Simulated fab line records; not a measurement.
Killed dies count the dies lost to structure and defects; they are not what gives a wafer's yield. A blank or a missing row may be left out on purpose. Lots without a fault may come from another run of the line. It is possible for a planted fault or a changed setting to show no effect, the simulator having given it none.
Which tool was responsible? / flow n5Finfet / Sampling: 9 lots, 27 wafers, 6 of 1938 route steps

WHAT THE GAUGES SHOWED, per wafer
N5_BEOL_M0_RS_MEAS_126: measures by four-point-probe.
lot=L944; measured=day 5 22:26; on=filmMetro-01; M0_RS (ohm/sq)=0.544 0.519 0.541
lot=L951; measured=day 8 04:16; on=filmMetro-01; M0_RS (ohm/sq)=0.504 0.519 0.545
lot=L952; measured=day 8 05:43; on=filmMetro-01; M0_RS (ohm/sq)=0.553 0.515 0.546
lot=L953; measured=day 8 04:24; on=filmMetro-02; M0_RS (ohm/sq)=0.533 0.544 0.545
lot=L954; measured=day 8 18:56; on=filmMetro-01; M0_RS (ohm/sq)=0.545 0.502 0.509
lot=L956; measured=day 9 00:42; on=filmMetro-01; M0_RS (ohm/sq)=0.533 0.518 0.536
lot=L957; measured=day 9 04:28; on=filmMetro-01; M0_RS (ohm/sq)=0.509 0.514 0.502
lot=L960; measured=day 10 01:16; on=filmMetro-01; M0_RS (ohm/sq)=0.545 1.967 0.513
lot=L965; measured=day 11 10:26; on=filmMetro-01; M0_RS (ohm/sq)=0.545 0.530 0.540

N5_BEOL_M0_INSPECT_127: inspects for defects (darkfield).
lot=L944; measured=day 5 22:28; on=defectInspect-02; rawDefectCount=56 42 68
lot=L951; measured=day 8 04:17; on=defectInspect-02; rawDefectCount=67 53 38
lot=L952; measured=day 8 05:45; on=defectInspect-02; rawDefectCount=60 53 55
lot=L953; measured=day 8 04:25; on=defectInspect-01; rawDefectCount=55 50 58
lot=L954; measured=day 8 18:58; on=defectInspect-02; rawDefectCount=60 96 59
lot=L956; measured=day 9 00:44; on=defectInspect-02; rawDefectCount=38 71 71
lot=L957; measured=day 9 04:30; on=defectInspect-02; rawDefectCount=58 48 67
lot=L960; measured=day 10 01:17; on=defectInspect-02; rawDefectCount=47 69 120
lot=L965; measured=day 11 10:27; on=defectInspect-01; rawDefectCount=106 95 70

N5_BEOL_M4_RC_MEAS_101.
lot=L944; measured=day 10 15:06; on=prober-01; DIBL_N (mV/V)=33.4 32.1 32.3; DIBL_P (mV/V)=34 32 33; IOFF_N (nA/um)=0.13 0.12 0.10; IOFF_P (nA/um)=0.20 0.16 0.17; ION_N (uA/um)=648 659 648; ION_P (uA/um)=455 458 454; SS_N (mV/dec)=72.0 70.9 70.4; SS_P (mV/dec)=72.2 71.6 71.5; VT_N (mV)=254 253 260; VT_P (mV)=-247 -252 -251
lot=L951; measured=day 12 01:53; on=prober-02; DIBL_N (mV/V)=37.1 38.0 34.7; DIBL_P (mV/V)=39 41 37; IOFF_N (nA/um)=0.18 0.21 0.14; IOFF_P (nA/um)=0.24 0.29 0.21; ION_N (uA/um)=674 686 667; ION_P (uA/um)=463 476 463; SS_N (mV/dec)=72.0 71.8 70.5; SS_P (mV/dec)=74.2 74.3 73.3; VT_N (mV)=250 249 252; VT_P (mV)=-248 -247 -247
lot=L952; measured=day 12 21:09; on=prober-02; DIBL_N (mV/V)=40.1 41.5 40.5; DIBL_P (mV/V)=41 40 39; IOFF_N (nA/um)=0.23 0.26 0.26; IOFF_P (nA/um)=0.33 0.32 0.30; ION_N (uA/um)=688 700 686; ION_P (uA/um)=477 475 470; SS_N (mV/dec)=71.7 73.2 71.8; SS_P (mV/dec)=74.0 74.5 74.3; VT_N (mV)=246 243 242; VT_P (mV)=-242 -243 -246
lot=L953; measured=day 12 19:27; on=prober-01; DIBL_N (mV/V)=39.6 37.3 39.5; DIBL_P (mV/V)=41 38 40; IOFF_N (nA/um)=0.20 0.16 0.21; IOFF_P (nA/um)=0.31 0.21 0.27; ION_N (uA/um)=679 690 693; ION_P (uA/um)=463 469 471; SS_N (mV/dec)=72.1 71.5 72.2; SS_P (mV/dec)=75.1 73.7 73.5; VT_N (mV)=250 252 245; VT_P (mV)=-246 -249 -247
lot=L954; measured=day 14 00:48; on=prober-02; DIBL_N (mV/V)=35.7 35.8 34.1; DIBL_P (mV/V)=36 39 35; IOFF_N (nA/um)=0.15 0.15 0.13; IOFF_P (nA/um)=0.21 0.27 0.20; ION_N (uA/um)=657 663 658; ION_P (uA/um)=456 469 461; SS_N (mV/dec)=70.7 71.8 71.4; SS_P (mV/dec)=73.2 73.0 72.5; VT_N (mV)=250 251 253; VT_P (mV)=-249 -248 -252
lot=L956; measured=day 13 12:31; on=prober-02; DIBL_N (mV/V)=36.7 35.2 37.4; DIBL_P (mV/V)=38 37 39; IOFF_N (nA/um)=0.18 0.16 0.19; IOFF_P (nA/um)=0.25 0.24 0.26; ION_N (uA/um)=675 693 671; ION_P (uA/um)=469 476 461; SS_N (mV/dec)=71.2 70.9 71.9; SS_P (mV/dec)=73.2 74.2 74.3; VT_N (mV)=246 249 248; VT_P (mV)=-249 -247 -249
lot=L957; measured=day 14 11:16; on=prober-02; DIBL_N (mV/V)=36.4 32.7 35.0; DIBL_P (mV/V)=36 31 33; IOFF_N (nA/um)=0.15 0.10 0.13; IOFF_P (nA/um)=0.20 0.17 0.17; ION_N (uA/um)=684 666 664; ION_P (uA/um)=466 463 455; SS_N (mV/dec)=71.6 70.4 71.5; SS_P (mV/dec)=73.5 72.9 72.6; VT_N (mV)=252 257 257; VT_P (mV)=-252 -253 -254
lot=L960; measured=day 15 06:35; on=prober-01; DIBL_N (mV/V)=38.9 38.1 40.2; DIBL_P (mV/V)=39 40 41; IOFF_N (nA/um)=0.21 0.19 0.25; IOFF_P (nA/um)=0.29 0.34 0.35; ION_N (uA/um)=685 683 692; ION_P (uA/um)=470 478 478; SS_N (mV/dec)=72.4 72.1 72.4; SS_P (mV/dec)=73.9 73.0 74.0; VT_N (mV)=247 246 243; VT_P (mV)=-243 -242 -241
lot=L965; measured=day 17 18:43; on=prober-01; DIBL_N (mV/V)=43.7 38.2 37.7; DIBL_P (mV/V)=45 38 37; IOFF_N (nA/um)=0.34 0.18 0.17; IOFF_P (nA/um)=0.39 0.24 0.23; ION_N (uA/um)=692 696 677; ION_P (uA/um)=472 478 467; SS_N (mV/dec)=73.6 71.0 71.5; SS_P (mV/dec)=75.9 73.4 74.3; VT_N (mV)=243 249 250; VT_P (mV)=-243 -248 -248

TOOL THAT RAN EACH LOT (tool first, then ch and the chambers of the sampled wafers, then the start)
lot=L944; N5_BEOL_M0_SAQP_ILD_DEP_01=pecvd-01 ch 1,2, day 5 10:00; N5_BEOL_M0_ANNEAL_119=rtpAnneal-01 ch 0, day 5 21:35; N5_BEOL_M0_CO_CAP_123=cvdCo-01 ch 0,2, day 5 22:13
lot=L951; N5_BEOL_M0_SAQP_ILD_DEP_01=pecvd-04 ch 1,2, day 7 10:44; N5_BEOL_M0_ANNEAL_119=rtpAnneal-02 ch 0, day 8 03:25; N5_BEOL_M0_CO_CAP_123=cvdCo-02 ch 0,1,2, day 8 04:05
lot=L952; N5_BEOL_M0_SAQP_ILD_DEP_01=pecvd-04 ch 1,2, day 7 13:44; N5_BEOL_M0_ANNEAL_119=rtpAnneal-01 ch 0, day 8 04:55; N5_BEOL_M0_CO_CAP_123=cvdCo-02 ch 0,1,2, day 8 05:32
lot=L953; N5_BEOL_M0_SAQP_ILD_DEP_01=pecvd-01 ch 0,1,2, day 7 17:07; N5_BEOL_M0_ANNEAL_119=rtpAnneal-01 ch 0, day 8 03:35; N5_BEOL_M0_CO_CAP_123=cvdCo-01 ch 0,1,2, day 8 04:13
lot=L954; N5_BEOL_M0_SAQP_ILD_DEP_01=pecvd-03 ch 0,1,2, day 7 21:01; N5_BEOL_M0_ANNEAL_119=rtpAnneal-02 ch 0, day 8 18:07; N5_BEOL_M0_CO_CAP_123=cvdCo-02 ch 1,2, day 8 18:45
lot=L956; N5_BEOL_M0_SAQP_ILD_DEP_01=pecvd-01 ch 0,1,2, day 8 09:06; N5_BEOL_M0_ANNEAL_119=rtpAnneal-01 ch 0, day 8 23:11; N5_BEOL_M0_CO_CAP_123=cvdCo-02 ch 0,1, day 9 00:31
lot=L957; N5_BEOL_M0_SAQP_ILD_DEP_01=pecvd-01 ch 1,2, day 8 14:43; N5_BEOL_M0_ANNEAL_119=rtpAnneal-01 ch 0, day 9 03:23; N5_BEOL_M0_CO_CAP_123=cvdCo-01 ch 0,1, day 9 04:15
lot=L960; N5_BEOL_M0_SAQP_ILD_DEP_01=pecvd-01 ch 1,2, day 9 04:38; N5_BEOL_M0_ANNEAL_119=rtpAnneal-01 ch 0, day 10 00:24; N5_BEOL_M0_CO_CAP_123=cvdCo-01 ch 0,1,2, day 10 01:05
lot=L965; N5_BEOL_M0_SAQP_ILD_DEP_01=pecvd-04 ch 0,1,2, day 10 17:40; N5_BEOL_M0_ANNEAL_119=rtpAnneal-02 ch 0, day 11 09:36; N5_BEOL_M0_CO_CAP_123=cvdCo-02 ch 0,1, day 11 10:14
- N5_BEOL_M0_SAQP_ILD_DEP_01: deposits SiOC from DEMS/O2, target thk 45.419 nm, time 8.7 s.
- N5_BEOL_M0_ANNEAL_119: time 90 s.
- N5_BEOL_M0_CO_CAP_123: material Co, precursor CCTBA/H2, target thk 2 nm, time 102.1 s.

AS READ BY THE TOOLS THEMSELVES (means over the sampled wafers that have a number; for cases with no such wafer, the mark the record gives instead)
N5_BEOL_M0_SAQP_ILD_DEP_01.
lot=L944; tool=pecvd-01; heaterPowerW (W)=581; showerheadPlenumPTorr (Torr)=5.670; susceptorTempC (C)=350.07; throttleValvePct (%)=11.5
lot=L951; tool=pecvd-04; heaterPowerW (W)=488; showerheadPlenumPTorr (Torr)=5.697; susceptorTempC (C)=350.04; throttleValvePct (%)=12.5
lot=L952; tool=pecvd-04; heaterPowerW (W)=450; showerheadPlenumPTorr (Torr)=5.696; susceptorTempC (C)=350.06; throttleValvePct (%)=11.9
lot=L953; tool=pecvd-01; heaterPowerW (W)=558; showerheadPlenumPTorr (Torr)=5.683; susceptorTempC (C)=350.14; throttleValvePct (%)=12.1
lot=L954; tool=pecvd-03; heaterPowerW (W)=515; showerheadPlenumPTorr (Torr)=5.685; susceptorTempC (C)=350.02; throttleValvePct (%)=11.8
lot=L956; tool=pecvd-01; heaterPowerW (W)=530; showerheadPlenumPTorr (Torr)=5.682; susceptorTempC (C)=350.05; throttleValvePct (%)=12.0
lot=L957; tool=pecvd-01; heaterPowerW (W)=551; showerheadPlenumPTorr (Torr)=5.693; susceptorTempC (C)=350.10; throttleValvePct (%)=12.0
lot=L960; tool=pecvd-01; heaterPowerW (W)=569; showerheadPlenumPTorr (Torr)=5.701; susceptorTempC (C)=349.75; throttleValvePct (%)=11.8
lot=L965; tool=pecvd-04; heaterPowerW (W)=518; showerheadPlenumPTorr (Torr)=5.699; susceptorTempC (C)=349.94; throttleValvePct (%)=12.1

N5_BEOL_M0_ANNEAL_119.
lot=L944 tool=rtpAnneal-01 wafer_temp_C_max=225.92
lot=L951 tool=rtpAnneal-02 wafer_temp_C_max=226.01
lot=L952 tool=rtpAnneal-01 wafer_temp_C_max=225.80
lot=L953 tool=rtpAnneal-01 wafer_temp_C_max=226.12
lot=L954 tool=rtpAnneal-02 wafer_temp_C_max=225.83
lot=L956 tool=rtpAnneal-01 wafer_temp_C_max=225.74
lot=L957 tool=rtpAnneal-01 wafer_temp_C_max=225.90
lot=L960 tool=rtpAnneal-01 wafer_temp_C_max=225.90
lot=L965 tool=rtpAnneal-02 wafer_temp_C_max=225.81

N5_BEOL_M0_CO_CAP_123.
lot=L944; tool=cvdCo-01; heaterPowerW (W)=218; susceptorTempC (C)=199.99
lot=L951; tool=cvdCo-02; heaterPowerW (W)=271; susceptorTempC (C)=199.84
lot=L952; tool=cvdCo-02; heaterPowerW (W)=266; susceptorTempC (C)=199.98
lot=L953; tool=cvdCo-01; heaterPowerW (W)=231; susceptorTempC (C)=200.13
lot=L954; tool=cvdCo-02; heaterPowerW (W)=292; susceptorTempC (C)=199.92
lot=L956; tool=cvdCo-02; heaterPowerW (W)=277; susceptorTempC (C)=199.93
lot=L957; tool=cvdCo-01; heaterPowerW (W)=238; susceptorTempC (C)=200.07
lot=L960; tool=cvdCo-01; heaterPowerW (W)=231; susceptorTempC (C)=200.13
lot=L965; tool=cvdCo-02; heaterPowerW (W)=261; susceptorTempC (C)=200.03

THE ANSWER, worked out from the rows above alone
Rule: the usual values come from the lots themselves. The widest of any qualifying gaps counts: lots, ordered by their means at a reading, are off when they make up no more than a third of the lots, leave a main group of 4 or more, and stand apart from it by 3 or more times the standard deviation of that group's means. The tables above print the reading to a certain number of digits; a main group whose means all agree to those digits is not used. A lot without any number at a reading at which 4 lots or more have one is off too. The other lots that the step has rows for count as sound. First the gauges in route order, then the tools' own readings, where a lot's mean is used as printed above. At the first step where some lot is off, the reading lying furthest off is the one used; lots without a number count as furthest.
Off: L960, seen at N5_BEOL_M0_RS_MEAS_126 (M0_RS). The main group: mean 0.529 ohm/sq, standard deviation 0.011.
A tool fits if, at a process step before that reading, it ran every lot that is off, and no sound lot after the first of them. Not tried: the gauges at N5_BEOL_M0_RS_MEAS_126; whatever is off there is also off at N5_BEOL_M0_INSPECT_127, on other tools, and gauge error can't account for it. Can't be told from this: 3 tools fit, pecvd-01 at N5_BEOL_M0_SAQP_ILD_DEP_01, rtpAnneal-01 at N5_BEOL_M0_ANNEAL_119, cvdCo-01 at N5_BEOL_M0_CO_CAP_123.

WHAT THE SIMULATOR HAD PUT IN
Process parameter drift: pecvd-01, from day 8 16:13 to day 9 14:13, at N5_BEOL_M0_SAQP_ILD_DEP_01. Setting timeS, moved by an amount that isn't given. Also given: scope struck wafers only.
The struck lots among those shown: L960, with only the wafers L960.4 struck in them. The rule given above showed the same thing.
